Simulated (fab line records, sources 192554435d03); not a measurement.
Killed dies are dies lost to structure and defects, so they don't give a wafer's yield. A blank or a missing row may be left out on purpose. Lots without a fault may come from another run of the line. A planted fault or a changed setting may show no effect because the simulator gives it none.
A struck lot beside a sound one | flow n5_finfet | 28 steps out of a route of 1938
Sound: wafers L688.4, L688.5, L688.6. Struck: wafers L687.2, L687.5, L687.6. The cause comes at the end.
At each step with rows: each side's tool, then ch and its chambers, then its first start. Under that, the readings that differ: sound wafers | struck wafers | difference of the means | sigmas: that difference in standard deviations of wafers without a fault.
alike: readings whose means differ by less than 2 such deviations, and words and numbers that are the same on both sides. not compared: withheld readings, readings that some wafer has no value for, bounds like >300 that may hide the same value, and numbers for which the record gives no deviation and whose values overlap.
The two part at a step that has a row with sigmas, a row that says differs or no value, or rows on one side only. Numbers that don't overlap but have no deviation are shown without sigmas and don't part them. A reading that every wafer of one side lacks parts them only if that side has two wafers or more.

first, 9 steps without rows for these wafers: N5_MIM_BOT_LITHO_COAT_02; N5_MIM_BOT_LITHO_EBR_04; N5_MIM_BOT_LITHO_SOFTBAKE_03 (time 90 s); N5_MIM_BOT_LITHO_EXPOSE_05 (exposes mask MIM BOT); N5_MIM_BOT_LITHO_PEB_06; N5_MIM_BOT_LITHO_DEVELOP_07 (develop time 60 s); N5_MIM_BOT_LITHO_HARDBAKE_09 (time 120 s); N5_MIM_BOT_LITHO_DESCUM_10 (chemistry O2, time 7.9 s); N5_MIM_BOT_ETCH_ETCH_04 (etches SiNx in CF4/O2, target depth 26 nm, time 13 s).
N5_MIM_BOT_ETCH_ETCH_03: etches the open film in Cl2/BCl3, target depth 12 nm.
  sound on rie_metal-01 ch 0,1, day 16 15:16; struck on rie_metal-01 ch 0,1, day 16 22:34
  alike: oes_product_au, throttle_valve_pct
  not compared: rf_hours_counter_h
then, 15 steps without rows for these wafers: N5_MIM_BOT_ETCH_ETCH_00 (etches TiN in Cl2/BCl3, target depth 45.5 nm); N5_MIM_BOT_ETCH_STRIP_01 (strips in O2); N5_MIM_BOT_ETCH_STRIP_02 (strips in post etch residue remover, time 1200 s); N5_MIM_BOT_ETCH_CLEAN_05 (cleans in IPA, time 180 s); N5_MIM_BOT_ETCH_SRD_06 (time 30 s); N5_PASSIVATION_PECVD_55 (deposits SiO2 from SiH4/N2O, target thk 400 nm, time 22.5 s); N5_PASSIVATION_PECVD_01 (deposits SiNx from SiH4/NH3/N2, target thk 200 nm, time 43.2 s); N5_PASSIVATION_HMDS_03 (time 60 s); N5_PASSIVATION_COAT_04; N5_PASSIVATION_EBR_06; N5_PASSIVATION_SOFTBAKE_05 (time 90 s); N5_PASSIVATION_EXPOSE_07 (exposes mask TV, defocus 0 nm, target cd 3000 nm); N5_PASSIVATION_PEB_08; N5_PASSIVATION_DEVELOP_09 (develop time 60 s); N5_PASSIVATION_HARDBAKE_11 (time 120 s).
N5_PASSIVATION_INSPECT_61: inspects for defects (macro).
  sound on defect_inspect-01, day 16 16:37; struck on defect_inspect-01, day 17 00:38
  reading          | sound | struck         | difference | sigmas
  raw_defect_count | 4 1 3 | >300 >300 >300 | differs    |
then, 1 step without rows for these wafers: N5_PASSIVATION_DESCUM_12 (chemistry O2, time 7.9 s).
N5_PASSIVATION_PROBE_49:
  the record has rows for the struck wafers here (prober-02, day 17 07:52) and none for the sound ones

WHERE THEY PART
First at N5_PASSIVATION_INSPECT_61; last, within this record, at N5_PASSIVATION_PROBE_49.

WHY: what the simulator had put in
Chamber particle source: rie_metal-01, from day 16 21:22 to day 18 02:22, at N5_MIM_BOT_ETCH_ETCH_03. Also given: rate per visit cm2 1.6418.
